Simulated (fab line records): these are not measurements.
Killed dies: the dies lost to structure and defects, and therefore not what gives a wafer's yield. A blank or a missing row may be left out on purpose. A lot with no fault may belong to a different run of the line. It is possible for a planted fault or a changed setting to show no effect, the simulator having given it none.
Chamber matching | flow n5-finfet | pecvd-03 running N5_BEOL_M8_PECVD_70: 3 sister chambers
The step deposits SiO2 from TEOS/O2, target thk 20 nm, time 22.7 s. 3 wafers are shown with their chamber, then 7 later ones without.

## WAFERS PAIRED WITH THEIR CHAMBERS
wafer  | chamber | throttle-valve-pct (%)
L083.2 | 1       | 23.7
L084.1 | 0       | 23.7
L084.3 | 2       | 20.7

## WAFERS WITH NO CHAMBER GIVEN
wafer  | throttle-valve-pct (%)
L084.6 | 20.9
L091.1 | 21.0
L091.3 | 23.9
L091.6 | 24.0
L094.1 | 21.3
L094.2 | 24.0
L094.6 | 21.1

## EACH ONE'S CHAMBER
wafer  | from the rows above     | in truth
L084.6 | 2                       | 2
L091.1 | 2                       | 2
L091.3 | can't be placed: 0 or 1 | 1
L091.6 | can't be placed: 0 or 1 | 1
L094.1 | 2                       | 2
L094.2 | can't be placed: 0 or 1 | 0
L094.6 | 2                       | 2
4 of 7 placed correctly. Cannot be placed on the basis of these rows: 3; the candidates contain the true chamber in 3. 0 placed wrongly.
How it was worked out, from the rows above alone: a wafer's distance from a chamber is the root of the sum, over the readings, of the square of ((its reading less the chamber's mean) divided by the reading's scatter). The wafer belongs to the nearest chamber; if the next one is less than 2 further off, it can't be placed. A chamber's mean is the mean of its shown wafers. The scatter (one wafer shown for each chamber): square how far every hidden wafer sits from the nearest shown wafer, average those squares and take the square root.
